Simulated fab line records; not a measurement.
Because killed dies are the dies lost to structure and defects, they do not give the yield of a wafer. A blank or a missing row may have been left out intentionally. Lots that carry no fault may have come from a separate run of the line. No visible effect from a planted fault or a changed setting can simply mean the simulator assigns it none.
fab line records / flow nandHarc
record lots=6 wafers=18 lastDay=26
route steps=1302 shown P_STI@102 P_GATE@110 END@1302
lots with no fault: from the same line, run without faults
startH: hours from the record's opening day to when the first of the lot's shown wafers began / waitH: how many hours have passed since the lot's step before this one / " as in the row above / L1.1+2: a row that stands for several wafers / - either no value or no given start / * or withheld: withheld / < > ~ a bound
route shown NAME@n: a module of which the file shows steps, and the number in the route of the first / usual: the fault-free wafers' mean and standard deviation / same: alike in all rows / chamber/n: place in a boat / sites: readings site by site / _std_site: standard deviation across them / _edge_site: inner sites' mean taken away from outer sites' mean / radiusMm: how far each site lies from the wafer's centre / mask NAME#n: copy n / behind: the tool/chamber that last shaped the wafer / hold: reason for holding the lot/hours on hold/outcome of the hold / device: the n, p or np transistor that did not switch / end of line: at the end of the route, the tests of the same wafers / a step without rows: its recipe alone / killed: dies lost to structure and defects at the first sort, not the wafer's yield / map: a wafer's dies, x killed, . not, _ none there
set.NAME: the setting that was run; set.NAME@STEP: the one run at that earlier step / model.NAME: the simulator's own value behind a step, which no gauge read
lots at some steps of the route; a table a step, a row a wafer
services: a tool's chamber out of use, with start hour (startH, from the record's first day; less than 0 if before it), hours out, and reason
## steps
# step NHARC_P_STI_SRD_35
# step NHARC_P_STI_ETCH_36
# recipe targetDepthA=388 chemistry=dHF material=SiO2
# step NHARC_P_STI_STRIP_24
# recipe tempC=160 chemistry=H3PO4 material=Si3N4
# step NHARC_P_STI_ETCH_37
# recipe targetDepthA=110 chemistry=dHF material=SiO2
# step NHARC_P_STI_PRECLEAN_38
# recipe timeS=* tempC=50 bathAgeMin=0 chemistry=SC1
# step NHARC_P_STI_SRD_39
# step NHARC_P_STI_OXIDE_40
# recipe targetThkA=100 tempC=900 oxTimeS=1362 material=SiO2
# step NHARC_P_STI_INSPECT_25
# usual rawDefectCount=225/83
lot.wafer=L780.4 tool=defectInspect-02 chamber=- startH=80.40 waitH=0.4 rawDefectCount=143
lot.wafer=L780.5 tool=defectInspect-02 chamber=- startH=80.40 waitH=0.4 rawDefectCount=161
lot.wafer=L780.6 tool=defectInspect-02 chamber=- startH=80.40 waitH=0.4 rawDefectCount=139
lot.wafer=L781.2 tool=defectInspect-02 chamber=- startH=83.92 waitH=0.4 rawDefectCount=234
lot.wafer=L781.4 tool=defectInspect-02 chamber=- startH=83.92 waitH=0.4 rawDefectCount=174
lot.wafer=L781.6 tool=defectInspect-02 chamber=- startH=83.92 waitH=0.4 rawDefectCount=171
lot.wafer=L785.4 tool=defectInspect-01 chamber=- startH=125.01 waitH=0.4 rawDefectCount=217
lot.wafer=L785.5 tool=defectInspect-01 chamber=- startH=125.01 waitH=0.4 rawDefectCount=179
lot.wafer=L785.6 tool=defectInspect-01 chamber=- startH=125.01 waitH=0.4 rawDefectCount=115
lot.wafer=L786.3 tool=defectInspect-02 chamber=- startH=135.38 waitH=0.4 rawDefectCount=177
lot.wafer=L786.4 tool=defectInspect-02 chamber=- startH=135.38 waitH=0.4 rawDefectCount=69
lot.wafer=L786.5 tool=defectInspect-02 chamber=- startH=135.38 waitH=0.4 rawDefectCount=226
lot.wafer=L787.2 tool=defectInspect-01 chamber=- startH=144.57 waitH=0.4 rawDefectCount=156
lot.wafer=L787.4 tool=defectInspect-01 chamber=- startH=144.57 waitH=0.4 rawDefectCount=205
lot.wafer=L787.6 tool=defectInspect-01 chamber=- startH=144.57 waitH=0.4 rawDefectCount=150
lot.wafer=L791.2 tool=defectInspect-02 chamber=- startH=188.91 waitH=0.4 rawDefectCount=310
lot.wafer=L791.3 tool=defectInspect-02 chamber=- startH=188.91 waitH=0.4 rawDefectCount=268
lot.wafer=L791.6 tool=defectInspect-02 chamber=- startH=188.91 waitH=0.4 rawDefectCount=416
# step NHARC_P_GATE_ETCH_69
# recipe targetDepthA=140 chemistry=dHF material=SiO2
# step NHARC_P_GATE_PRECLEAN_70
# recipe timeS=* tempC=50 bathAgeMin=0 chemistry=SC1
# step NHARC_P_GATE_SRD_01
# step NHARC_P_GATE_OXIDE_02
# recipe targetThkA=375 tempC=950 pH2oTorr=720 oxTimeS=365 material=SiO2
# usual spikeTcBottomC=967.3/2 tubeCenterTempC=950/0.088
lot.wafer=L780.4 tool=furnace-06 chamber=0 startH=83.89 waitH=- spikeTcBottomC=965.3 tubeCenterTempC=950.03
lot.wafer=L780.5 tool=furnace-06 chamber=0 startH=83.89 waitH=- spikeTcBottomC=968.4 tubeCenterTempC=949.9
lot.wafer=L780.6 tool=furnace-06 chamber=0 startH=83.89 waitH=- spikeTcBottomC=969.2 tubeCenterTempC=950.03
lot.wafer=L781.2 tool=furnace-03 chamber=0 startH=87.29 waitH=- spikeTcBottomC=967.9 tubeCenterTempC=950.08
lot.wafer=L781.4 tool=furnace-03 chamber=0 startH=87.29 waitH=- spikeTcBottomC=969.6 tubeCenterTempC=949.95
lot.wafer=L781.6 tool=furnace-03 chamber=0 startH=87.29 waitH=- spikeTcBottomC=970.4 tubeCenterTempC=949.97
lot.wafer=L785.4 tool=furnace-04 chamber=0 startH=128.74 waitH=- spikeTcBottomC=964.3 tubeCenterTempC=949.94
lot.wafer=L785.5 tool=furnace-04 chamber=0 startH=128.74 waitH=- spikeTcBottomC=965.8 tubeCenterTempC=950.03
lot.wafer=L785.6 tool=furnace-04 chamber=0 startH=128.74 waitH=- spikeTcBottomC=964.9 tubeCenterTempC=950.01
lot.wafer=L786.3 tool=furnace-04 chamber=0 startH=139.11 waitH=- spikeTcBottomC=963.6 tubeCenterTempC=949.94
lot.wafer=L786.4 tool=furnace-04 chamber=0 startH=139.11 waitH=- spikeTcBottomC=964.3 tubeCenterTempC=949.84
lot.wafer=L786.5 tool=furnace-04 chamber=0 startH=139.11 waitH=- spikeTcBottomC=964.9 tubeCenterTempC=950.04
lot.wafer=L787.2 tool=furnace-03 chamber=0 startH=148.28 waitH=- spikeTcBottomC=967.1 tubeCenterTempC=949.97
lot.wafer=L787.4 tool=furnace-03 chamber=0 startH=148.28 waitH=- spikeTcBottomC=967.5 tubeCenterTempC=950.02
lot.wafer=L787.6 tool=furnace-03 chamber=0 startH=148.28 waitH=- spikeTcBottomC=969.7 tubeCenterTempC=949.77
lot.wafer=L787.2 tool=furnace-04 chamber=0 startH=152.87 waitH=0.4 spikeTcBottomC=965.7 tubeCenterTempC=949.92
lot.wafer=L787.4 tool=furnace-04 chamber=0 startH=152.87 waitH=0.4 spikeTcBottomC=963.8 tubeCenterTempC=949.92
lot.wafer=L787.6 tool=furnace-04 chamber=0 startH=152.87 waitH=0.4 spikeTcBottomC=966.2 tubeCenterTempC=950.07
lot.wafer=L791.2 tool=furnace-03 chamber=0 startH=192.27 waitH=- spikeTcBottomC=968.2 tubeCenterTempC=949.93
lot.wafer=L791.3 tool=furnace-03 chamber=0 startH=192.27 waitH=- spikeTcBottomC=966.5 tubeCenterTempC=950.25
lot.wafer=L791.6 tool=furnace-03 chamber=0 startH=192.27 waitH=- spikeTcBottomC=966.7 tubeCenterTempC=949.89
lot.wafer=L791.2 tool=furnace-03 chamber=0 startH=196.89 waitH=0.4 spikeTcBottomC=969.2 tubeCenterTempC=950.04
lot.wafer=L791.3 tool=furnace-03 chamber=0 startH=196.89 waitH=0.4 spikeTcBottomC=967.7 tubeCenterTempC=949.93
lot.wafer=L791.6 tool=furnace-03 chamber=0 startH=196.89 waitH=0.4 spikeTcBottomC=969.0 tubeCenterTempC=950.11
# step NHARC_P_GATE_DEHYDRATE_03
# recipe tempC=150 timeS=120
# step NHARC_END_SORT_01
# recipe tempC=25
# usual killedAtArray=61/23 killedAtOther=1.3/1.4 killedAtPeriphery=4.0/2.6 killedDies=66/22 killedOpen=3.4/1.8 killedShort=2.3/1.4
# same grossDies=677
lot.wafer=L787.2 tool=prober-01 chamber=0 startH=629.27 waitH=2.8 killedAtArray=103 killedAtOther=6 killedAtPeriphery=568 killedDies=677 killedOpen=2 killedShort=3
lot.wafer=L787.4 tool=prober-01 chamber=0 startH=630.88 waitH=3.4 killedAtArray=112 killedAtOther=0 killedAtPeriphery=565 killedDies=677 killedOpen=6 killedShort=4
lot.wafer=L787.6 tool=prober-01 chamber=0 startH=632.49 waitH=4.0 killedAtArray=89 killedAtOther=4 killedAtPeriphery=584 killedDies=677 killedOpen=6 killedShort=2
# killed by level:class
L787.2 P_GATE:areaOxide=566 A_SLIT:chamberFilmFlake=34 A_CHANNEL_HOLE_D2:chamberFilmFlake=31 A_CHANNEL_HOLE_D1:chamberFilmFlake=30 THIN_TSV:chamberFilmFlake=6 A_CONTACT:chamberFilmFlake=4 P_CONTACT:geometricParticle:short=1 A_CHANNEL_FILL_D1:geometricParticle:short=1
L787.4 P_GATE:areaOxide=563 A_CHANNEL_HOLE_D2:chamberFilmFlake=31 A_CHANNEL_HOLE_D1:chamberFilmFlake=30 A_SLIT:chamberFilmFlake=29 A_CONTACT:chamberFilmFlake=8 A_ONON_D2:geometricParticle:short=2 A_WL_FILL:chamberFilmFlake=2 P_M0:geometricParticle:open=1
L787.6 P_GATE:areaOxide=583 A_SLIT:chamberFilmFlake=26 A_CHANNEL_HOLE_D1:chamberFilmFlake=25 A_CHANNEL_HOLE_D2:chamberFilmFlake=24 A_CONTACT:chamberFilmFlake=4 A_WL_FILL:chamberFilmFlake=3 THIN_TSV:chamberFilmFlake=3 A_ONON_D1:geometricParticle:open=1
# map L787.2 (x killed, . not)
____________x____________
_________xxxxxxx_________
_______xxxxxxxxxxx_______
______xxxxxxxxxxxxx______
_____xxxxxxxxxxxxxxx_____
____xxxxxxxxxxxxxxxxx____
____xxxxxxxxxxxxxxxxx____
___xxxxxxxxxxxxxxxxxxx___
___xxxxxxxxxxxxxxxxxxx___
__xxxxxxxxxxxxxxxxxxxxx__
__xxxxxxxxxxxxxxxxxxxxx__
_xxxxxxxxxxxxxxxxxxxxxxx_
_xxxxxxxxxxxxxxxxxxxxxxx_
_xxxxxxxxxxxxxxxxxxxxxxx_
_xxxxxxxxxxxxxxxxxxxxxxx_
_xxxxxxxxxxxxxxxxxxxxxxx_
xxxxxxxxxxxxxxxxxxxxxxxxx
xxxxxxxxxxxxxxxxxxxxxxxxx
xxxxxxxxxxxxxxxxxxxxxxxxx
xxxxxxxxxxxxxxxxxxxxxxxxx
xxxxxxxxxxxxxxxxxxxxxxxxx
_xxxxxxxxxxxxxxxxxxxxxxx_
_xxxxxxxxxxxxxxxxxxxxxxx_
_xxxxxxxxxxxxxxxxxxxxxxx_
_xxxxxxxxxxxxxxxxxxxxxxx_
_xxxxxxxxxxxxxxxxxxxxxxx_
__xxxxxxxxxxxxxxxxxxxxx__
__xxxxxxxxxxxxxxxxxxxxx__
___xxxxxxxxxxxxxxxxxxx___
___xxxxxxxxxxxxxxxxxxx___
____xxxxxxxxxxxxxxxxx____
____xxxxxxxxxxxxxxxxx____
_____xxxxxxxxxxxxxxx_____
______xxxxxxxxxxxxx______
_______xxxxxxxxxxx_______
_________xxxxxxx_________
____________x____________
# map L786.3 (x killed, . not)
____________.____________
_________...x..._________
_______...x...x..._______
______.............______
_____..............._____
____.........xxx.....____
____.......x..xx..x..____
___.......xx..........___
___......x..xx........___
__.....................__
__...............x.....__
_........x.x..........x._
_......................._
_......................._
_....................x.._
_......................._
.........................
.........................
..x......................
.......x.................
.....x...................
_.....x................._
_.............x........._
_...........x..........._
_......x................_
_......................._
__..x..x...............__
__.....................__
___...................___
___...................___
____..x..............____
____.................____
_____..............._____
______......x...x..______
_______..........._______
_________......._________
____________.____________
## services
tool=furnace-03 chamber=- startH=70.12 hours=4.9 kind=repair
## key
firstSign step=NHARC_P_GATE_OXIDE_02 reading=visit direction=added
effect step=NHARC_END_SORT_01 reading=killedAtPeriphery direction=up sigmas=99+ usual=4.0 struck=572.3
moreKillsBornAt NHARC_P_GATE_OXIDE_02@furnace-04=1712
metAt NHARC_P_GATE_OXIDE_02
struckWafers L787.2,L787.4,L787.6,L791.2,L791.3,L791.6
rowsEnd L791.2,L791.3,L791.6
laterRowsLeftOut L787.2,L787.4,L787.6
testerLeftOut L787
fault kind=repeatedStepWhole tool=furnace-03,furnace-04,furnace-06 chamber=- onsetH=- steps=NHARC_P_GATE_OXIDE_02 times=1 scope=struckLotsOnly
# testerLeftOut: of these lots the tester's yield and bins aren't shown, on N5 and GAA mostly nor the transistor test; their killed dies are dies lost to structure and defects alone, not to doping, threshold or leakage, so they don't give the yield
# laterRowsLeftOut: the simulator's readings of these wafers behind a module that went badly wrong aren't trusted and aren't shown, but for the sort
# rowsEnd: these wafers met a further fault down the route, and their rows from its step on are left out
